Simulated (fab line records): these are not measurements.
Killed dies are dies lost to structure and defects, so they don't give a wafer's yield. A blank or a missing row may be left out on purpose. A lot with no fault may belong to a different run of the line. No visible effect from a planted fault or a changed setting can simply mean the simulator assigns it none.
fab line records ; flow n5-finfet
record lots=5; wafers=14; last-day=16
route steps=1938 shown BEOL_M9@1426
lots with no fault: from the same line, run without faults
start-h: the number of hours between the record's first day and the start of the first shown wafer of the lot ; wait-h: hours elapsed since this lot's preceding step ; " unchanged from the row above ; L1.1+2: a row that stands for several wafers ; - value missing, or start not given ; * or withheld: withheld ; < > ~ a bound
route shown NAME@n: names a module that has steps shown in the file, with the first one's number in the route ; usual: average and standard deviation across the fault-free wafers ; same: alike in all rows ; chamber/n: place in a boat ; sites: readings site by site ; _std_site: standard deviation across them ; _edge_site: mean of outer sites minus mean of inner sites ; radius-mm: for every site, how far away it sits from the centre of the wafer ; mask NAME#n: copy n ; behind: the last tool/chamber to shape the wafer ; hold: what put the lot on hold/how long, in hours/how the hold closed ; device: which transistor (n, p or np) failed to switch ; end of line: the same wafers' tests at the end of the route ; for a step that has no rows: nothing shown but its recipe ; killed: the dies lost at the first sort to structure and to defects; this is not the yield of the wafer ; map: a wafer's dies, x killed, . not, _ none there
set.NAME: the setting the step ran with; set.NAME@STEP: the setting that earlier step ran with ; model.NAME: the simulator's own value behind a step, which no gauge read
certain route steps with their lots: each step a table, each wafer a row
services: from which hour (start-h, from the record's first day; less than 0 if before it) a tool's chamber was out of use, for how many hours, and why
## steps
# step N5_BEOL_M9_COAT_64
# recipe resist=SiARC; temp-c=220; time-s=60; spin-rpm=1500; resist-thk-nm=12
# step N5_BEOL_M9_COAT_75
# recipe resist=underlayer; temp-c=205; time-s=60; spin-rpm=1500; resist-thk-nm=5
# step N5_BEOL_M9_COAT_22
# recipe resist=CAR-EUV; spin-rpm=1500; resist-thk-nm=30
# step N5_BEOL_M9_EBR_24
# recipe solvent=PGMEA; ebr-width-mm=1.5
# step N5_BEOL_M9_SOFTBAKE_23
# recipe temp-c=110; time-s=60; resist=CAR-EUV
# step N5_BEOL_M9_EXPOSE_25
# recipe mask-id=V8; na=0.33; source-shape=annular; sigma-inner=0.4; sigma-outer=0.8; polarization=unpolarized; dose-mj=37.25
# step N5_BEOL_M9_PEB_26
# recipe peb-temp-c=100; peb-time-s=60; resist=CAR-EUV
# step N5_BEOL_M9_DEVELOP_27
# recipe develop-time-s=30; developer=TMAH; resist=CAR-EUV; rinse-liquid=surfactant-rinse; dry=air-spin; dev-temp-c=23
# step N5_BEOL_M9_CD_MEAS_28
# recipe target-cd-nm=70; landing-energy-ev=500; detector=se-inlens; polarity=opening
# usual cd-nm=69.95/0.28
lot.wafer;tool;chamber;start-h;wait-h;cd-nm
L288.1;cd-sem-03;0;212.15;-;70.08
L288.3;cd-sem-03;0;212.15;-;69.70
L288.4;cd-sem-03;0;212.15;-;69.76
L293.1;cd-sem-03;0;247.29;-;70.04
L293.2;cd-sem-03;0;247.29;-;69.88
L293.6;cd-sem-03;0;247.29;-;70.04
L297.2;cd-sem-02;0;281.87;-;69.94
L297.5;cd-sem-02;0;281.87;-;69.67
L297.6;cd-sem-02;0;281.87;-;69.67
L302.2;cd-sem-02;0;317.08;-;70.49
L302.3;cd-sem-02;0;317.08;-;69.86
L302.6;cd-sem-02;0;317.08;-;70.31
L306.2;cd-sem-01;0;332.29;-;69.50
L306.5;cd-sem-01;0;332.29;-;70.00
# step N5_BEOL_M9_OVL_MEAS_29
# recipe points-per-wafer=522
# usual V8_OVL=0.1/0.7
lot.wafer;tool;chamber;start-h;wait-h;V8_OVL[nm]
L288.1;overlay-02;0;212.18;0.0;0.2
L288.3;overlay-02;0;212.18;0.0;0.2
L288.4;overlay-02;0;212.18;0.0;-0.3
L293.1;overlay-01;0;247.33;0.0;-0.4
L293.2;overlay-01;0;247.33;0.0;-0.6
L293.6;overlay-01;0;247.33;0.0;-1.6
L297.2;overlay-01;0;281.91;0.0;0.6
L297.5;overlay-01;0;281.91;0.0;0.6
L297.6;overlay-01;0;281.91;0.0;1.5
L302.2;overlay-01;0;317.11;0.0;0.1
L302.3;overlay-01;0;317.11;0.0;0.3
L302.6;overlay-01;0;317.11;0.0;0.3
L306.2;overlay-02;0;332.33;0.0;0.2
L306.5;overlay-02;0;332.33;0.0;-0.7
# step N5_BEOL_M9_INSPECT_30
# recipe mode=adi; inspect-instrument=brightfield
# usual raw-defect-count=386/71
lot.wafer;tool;chamber;start-h;wait-h;raw-defect-count
L288.1;defect-inspect-02;-;212.24;0.1;406
L288.3;defect-inspect-02;-;212.24;0.1;439
L288.4;defect-inspect-02;-;212.24;0.1;353
L293.1;defect-inspect-01;-;247.38;0.1;366
L293.2;defect-inspect-01;-;247.38;0.1;443
L293.6;defect-inspect-01;-;247.38;0.1;402
L297.2;defect-inspect-02;-;281.96;0.0;327
L297.5;defect-inspect-02;-;281.96;0.0;547
L297.6;defect-inspect-02;-;281.96;0.0;339
L302.2;defect-inspect-02;-;317.17;0.0;331
L302.3;defect-inspect-02;-;317.17;0.0;317
L302.6;defect-inspect-02;-;317.17;0.0;418
L306.2;defect-inspect-02;-;332.38;0.0;348
L306.5;defect-inspect-02;-;332.38;0.0;386
# step N5_BEOL_M9_DESCUM_33
# recipe chemistry=O2; time-s=7; source-power-w=50; bias-power-w=20; pressure-mtorr=20; rf-frequency-hz=2.712e+07; temp-c=40; resist=CAR-EUV; o2-flow-sccm=225
# usual drypump-motor-current-A=5.8/0.38; oes-product-au=0.79/0.1; rf-vpp-V=243.4/1.4; showerhead-plenum-p-Torr=2.11/0.088; throttle-valve-pct=20.41/0.26
lot.wafer;tool;chamber;start-h;wait-h;drypump-motor-current-A;oes-product-au;rf-hours-counter-h;rf-vpp-V;showerhead-plenum-p-Torr;throttle-valve-pct
L288.1;rie-diel-05;0;212.36;0.1;5.5;0.76;144;240.7;2.01;20.67
L288.3;rie-diel-05;1;212.36;0.1;6.1;0.70;227;241.2;1.97;20.04
L288.4;rie-diel-05;2;212.36;0.1;5.6;0.68;247;244.1;2.16;20.76
L293.1;rie-diel-05;0;247.42;0.0;5.5;0.74;157;242.9;2.00;20.68
L293.2;rie-diel-05;2;247.42;0.0;5.6;0.99;3;245.5;2.15;20.36
L293.6;rie-diel-05;1;247.42;0.0;6.1;0.69;-;241.0;1.96;20.05
L297.2;rie-diel-06;2;282.04;0.1;6.3;0.69;224;243.1;2.09;20.52
L297.5;rie-diel-06;1;282.04;0.1;5.8;0.80;-;242.9;2.11;20.36
L297.6;rie-diel-06;0;282.04;0.1;4.9;0.95;-;245.6;2.25;20.66
L302.2;rie-diel-06;2;317.20;0.0;6.4;0.69;234;242.9;2.08;20.54
L302.3;rie-diel-06;1;317.20;0.0;5.8;0.79;88;244.5;2.11;20.35
L302.6;rie-diel-06;2;317.20;0.0;6.3;0.68;-;243.9;2.08;20.54
L306.2;rie-diel-05;3;333.78;1.4;5.8;0.68;239;243.4;2.15;20.64
L306.5;rie-diel-05;3;333.78;1.4;5.8;0.68;-;244.1;2.15;20.63
# step N5_BEOL_M9_ETCH_76
# recipe chemistry=N2/H2; target=underlayer; target-depth-a=65; mask-material=CAR-EUV; time-s=5.2; ion-energy-ev=200; pressure-mtorr=30; source-w=840; bias-w=150; n2-flow-sccm=200; h2-flow-sccm=200; ends=cleared
# usual drypump-motor-current-A=5.8/0.38; etch-rf-on-time-s=5.22/0.11; h2-flow-sccm=200.1/0.6; oes-product-au=0.67/0.087; rf-vpp-V=524.5/3; showerhead-plenum-p-Torr=2.56/0.1; throttle-valve-pct=17.82/0.25
lot.wafer;tool;chamber;start-h;wait-h;drypump-motor-current-A;etch-rf-on-time-s;h2-flow-sccm;oes-product-au;rf-hours-counter-h;rf-vpp-V;showerhead-plenum-p-Torr;throttle-valve-pct
L288.1;rie-diel-05;0;212.39;0.0;5.5;5.21;200.1;0.64;144;520.6;2.44;18.10
L288.3;rie-diel-05;1;212.39;0.0;6.1;5.26;200.3;0.59;227;518.3;2.41;17.57
L288.4;rie-diel-05;2;212.39;0.0;5.6;5.21;199.5;0.57;247;524.6;2.60;18.07
L293.1;rie-diel-05;0;247.45;0.0;5.5;5.17;199.9;0.63;157;519.5;2.43;18.13
L293.2;rie-diel-05;2;247.45;0.0;5.6;5.09;200.1;0.84;3;525.7;2.60;17.65
L293.6;rie-diel-05;1;247.45;0.0;6.1;5.29;199.6;0.58;-;519.4;2.40;17.56
L297.2;rie-diel-06;2;282.08;0.0;6.3;5.40;200.8;0.59;224;522.9;2.49;17.77
L297.5;rie-diel-06;1;282.08;0.0;5.9;5.11;199.8;0.69;-;523.7;2.58;17.88
L297.6;rie-diel-06;0;282.08;0.0;4.9;5.23;201.1;0.79;-;526.5;2.69;17.86
L302.2;rie-diel-06;2;317.24;0.0;6.3;5.48;199.2;0.58;234;523.0;2.49;17.79
L302.3;rie-diel-06;1;317.24;0.0;5.8;5.22;200.7;0.68;88;524.0;2.58;17.88
L302.6;rie-diel-06;2;317.24;0.0;6.4;5.48;200.5;0.58;-;522.4;2.49;17.77
L306.2;rie-diel-05;3;333.81;0.0;5.8;3.78;199.7;0.71;239;526.9;2.62;18.18
L306.5;rie-diel-05;3;333.81;0.0;5.8;5.38;200.4;0.57;-;527.9;2.62;18.12
# step N5_BEOL_M9_ETCH_65
# recipe chemistry=CF4; target=SiARC; target-depth-a=156; mask-material=CAR-EUV; time-s=26; ion-energy-ev=80; pressure-mtorr=40; source-w=545; bias-w=36; Ar_flow_sccm=100; cf4-flow-sccm=100; ends=cleared
# usual drypump-motor-current-A=5.8/0.38; etch-rf-on-time-s=26.2/0.45; oes-product-au=0.67/0.085; rf-vpp-V=184.3/1.2; showerhead-plenum-p-Torr=2.16/0.081; throttle-valve-pct=15.61/0.23
lot.wafer;tool;chamber;start-h;wait-h;drypump-motor-current-A;etch-rf-on-time-s;oes-product-au;rf-hours-counter-h;rf-vpp-V;showerhead-plenum-p-Torr;throttle-valve-pct
L288.1;rie-diel-05;0;212.41;0.0;5.5;26.1;0.63;144;183.5;2.06;15.83
L288.3;rie-diel-05;1;212.41;0.0;6.1;26.1;0.59;227;181.9;2.04;15.46
L288.4;rie-diel-05;2;212.41;0.0;5.6;26.2;0.57;247;183.7;2.18;15.83
L293.1;rie-diel-05;0;247.47;0.0;5.5;26.4;0.63;157;182.6;2.06;15.87
L293.2;rie-diel-05;2;247.47;0.0;5.6;25.8;0.83;3;185.0;2.18;15.33
L293.6;rie-diel-05;1;247.47;0.0;6.1;26.4;0.59;-;184.1;2.04;15.50
L297.2;rie-diel-06;2;282.09;0.0;6.4;27.4;0.59;224;182.7;2.12;15.63
L297.5;rie-diel-06;1;282.09;0.0;5.9;25.8;0.69;-;183.3;2.18;15.62
L297.6;rie-diel-06;0;282.09;0.0;4.9;26.3;0.79;-;185.0;2.28;15.71
L302.2;rie-diel-06;2;317.25;0.0;6.3;27.5;0.58;234;184.1;2.12;15.64
L302.3;rie-diel-06;1;317.25;0.0;5.8;26.1;0.68;88;183.6;2.17;15.63
L302.6;rie-diel-06;2;317.25;0.0;6.3;27.2;0.58;-;183.4;2.12;15.65
L306.2;rie-diel-05;3;333.83;0.0;5.8;26.3;0.58;239;184.5;2.21;15.93
L306.5;rie-diel-05;3;333.83;0.0;5.8;26.7;0.58;-;184.9;2.21;15.93
## services
tool;chamber;start-h;hours;kind
rie-diel-06;2;201.30;23.7;repair
rie-diel-06;3;202.27;7.3;repair
rie-diel-05;2;220.81;-;clean
rie-diel-05;2;220.81;-;consumable-replace:focus-ring
rie-diel-05;2;220.81;17.9;scheduled-down
rie-diel-05;2;220.81;17.9;vent-cycle
rie-diel-06;0;226.90;-;clean
rie-diel-06;0;226.90;-;consumable-replace:focus-ring
rie-diel-06;0;226.90;-;consumable-replace:showerhead
rie-diel-06;0;226.90;20.7;scheduled-down
rie-diel-06;0;226.90;20.7;vent-cycle
rie-diel-06;0;271.64;2.8;repair
rie-diel-05;1;280.56;-;clean
rie-diel-05;1;280.56;-;consumable-replace:focus-ring
rie-diel-05;1;280.56;-;consumable-replace:showerhead
rie-diel-05;1;280.56;29.9;scheduled-down
rie-diel-05;1;280.56;29.9;vent-cycle
rie-diel-05;2;296.80;2.9;repair
rie-diel-06;3;316.56;4.0;repair
rie-diel-06;-;325.45;14.6;pm
## key
first-sign step=N5_BEOL_M9_ETCH_76; reading=etch-rf-on-time-s; direction=down; sigmas=13; usual=*; struck=*
effect none on later readings
met-at N5_BEOL_M9_ETCH_76
struck-wafers L306.2
onset-between 247.45 333.81
fault kind=process-parameter-drift; tool=rie-diel-05; chamber=-; onset-h=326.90; steps=N5_BEOL_M9_ETCH_76; channel=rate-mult; offset=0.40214; shape=step; end-h=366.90; scope=struck-wafers-only
